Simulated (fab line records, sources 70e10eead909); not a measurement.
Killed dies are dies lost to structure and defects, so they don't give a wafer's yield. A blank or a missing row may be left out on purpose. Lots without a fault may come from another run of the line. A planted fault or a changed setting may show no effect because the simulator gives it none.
A struck lot beside a sound one | flow nand_harc | 40 steps out of a route of 1302
Sound: wafers L669.1, L669.2, L669.3. Struck: wafers L662.1, L662.3, L662.4. The cause comes at the end.
At each step with rows: each side's tool, then ch and its chambers, then its first start. Under that, the readings that differ: sound wafers | struck wafers | difference of the means | sigmas: that difference in standard deviations of wafers without a fault.
alike: readings whose means differ by less than 2 such deviations, and words and numbers that are the same on both sides. not compared: withheld readings, readings that some wafer has no value for, bounds like >300 that may hide the same value, and numbers for which the record gives no deviation and whose values overlap.
The two part at a step that has a row with sigmas, a row that says differs or no value, or rows on one side only. Numbers that don't overlap but have no deviation are shown without sigmas and don't part them. A reading that every wafer of one side lacks parts them only if that side has two wafers or more.

first, 11 steps without rows for these wafers: NHARC_P_GATE_EBR_07; NHARC_P_GATE_EXPOSE_08 (exposes mask P HV); NHARC_P_GATE_PEB_09 (peb time 85 s); NHARC_P_GATE_DEVELOP_10 (time 70 s); NHARC_P_GATE_HARDBAKE_12 (time 80 s); NHARC_P_GATE_DESCUM_13 (chemistry O2, time 3 s); NHARC_P_GATE_ETCH_14 (etches SiO2 in dHF, target depth 48.8 nm); NHARC_P_GATE_STRIP_15 (strips in SPM, time 780 s); NHARC_P_GATE_PRECLEAN_71 (cleans in SC1); NHARC_P_GATE_SRD_72; NHARC_P_GATE_OXIDE_16 (material SiO2, target thk 3 nm, ox time 392 s).
NHARC_P_GATE_CVD_17: deposits poly-Si, target thk 150 nm, time 900 s.
  sound on lpcvd_poly-03 ch 0, day 12 20:07; struck on lpcvd_poly-01 ch 0, day 9 22:39
  reading                | sound          | struck         | difference | sigmas
  zone_power_top_pct (%) | 18.9 18.7 18.9 | 20.2 20.2 20.3 | +1.4       | +2
  alike: tube_center_temp_C
then, 10 steps without rows for these wafers: NHARC_P_GATE_HM_DEP_102 (deposits aC, target thk 120 nm); NHARC_P_GATE_DEP_103 (deposits SiON, target thk 30 nm); NHARC_P_GATE_DEHYDRATE_18 (time 120 s); NHARC_P_GATE_HMDS_19 (time 30 s); NHARC_P_GATE_COAT_20 (resist thk 90 nm); NHARC_P_GATE_SOFTBAKE_21 (time 55 s); NHARC_P_GATE_EBR_22; NHARC_P_GATE_EXPOSE_23 (exposes mask P GATE, target cd 120 nm); NHARC_P_GATE_PEB_24 (peb time 65 s); NHARC_P_GATE_DEVELOP_25 (develop time 35 s).
NHARC_P_GATE_INSPECT_28:
  sound on defect_inspect-02, day 13 02:19; struck on defect_inspect-02, day 10 05:19
  reading          | sound | struck      | difference | sigmas
  raw_defect_count | 8 6 9 | 557 590 606 | +577       | +99 or more
then, 15 steps without rows for these wafers: NHARC_P_GATE_DESCUM_31 (chemistry O2, time 3 s); NHARC_P_GATE_ETCH_104 (etches the open film in CF4/CHF3, target depth 60 nm); NHARC_P_GATE_HM_OPEN_105 (chemistry O2/COS, target depth 360 nm); NHARC_P_GATE_STRIP_106 (strips in O2/COS); NHARC_P_GATE_ETCH_114 (etches the open film in CF4/O2, target depth 30 nm, overetch 3 nm, time 16.5 s); NHARC_P_GATE_ETCH_32 (etches the open film in HBr/Cl2, target depth 150 nm, time 100.1 s); NHARC_P_GATE_STRIP_108 (strips in O2); NHARC_P_GATE_STRIP_35 (strips in SPM, time 600 s); NHARC_P_GATE_PRECLEAN_73 (cleans in SC1); NHARC_P_GATE_SRD_74; NHARC_P_GATE_ALD_36 (deposits SiNx, target thk 20 nm, pulse time 60 s, ald cycles 223); NHARC_P_GATE_ETCHBACK_37 (etches the open film in CHF3/O2, target depth 34.5 nm, time 17.2 s); NHARC_P_GATE_STRIP_101 (strips in O2, time 20 s); NHARC_P_GATE_PRECLEAN_97 (cleans in SPM, time 600 s); NHARC_P_GATE_SRD_98.
NHARC_P_GATE_INSPECT_68:
  sound on defect_inspect-01, day 13 22:44; struck on defect_inspect-01, day 10 23:42
  reading          | sound       | struck      | difference | sigmas
  raw_defect_count | 212 136 187 | 871 858 882 | +692       | +11
-- the record jumps here: 20 days lie between the struck wafers' starts before and after (it left off in module P_GATE and takes up again in module END, whose first step shown is number 1302 of the route) --
NHARC_END_SORT_01:
  the record has rows for the struck wafers here (prober-01 ch 0, day 30 12:45) and none for the sound ones

WHERE THEY PART
First at NHARC_P_GATE_CVD_17; last, within this record, at NHARC_END_SORT_01.

WHY: what the simulator had put in
Chamber particle source: lpcvd_poly-01, from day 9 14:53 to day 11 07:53, at NHARC_P_GATE_CVD_17. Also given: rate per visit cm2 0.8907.
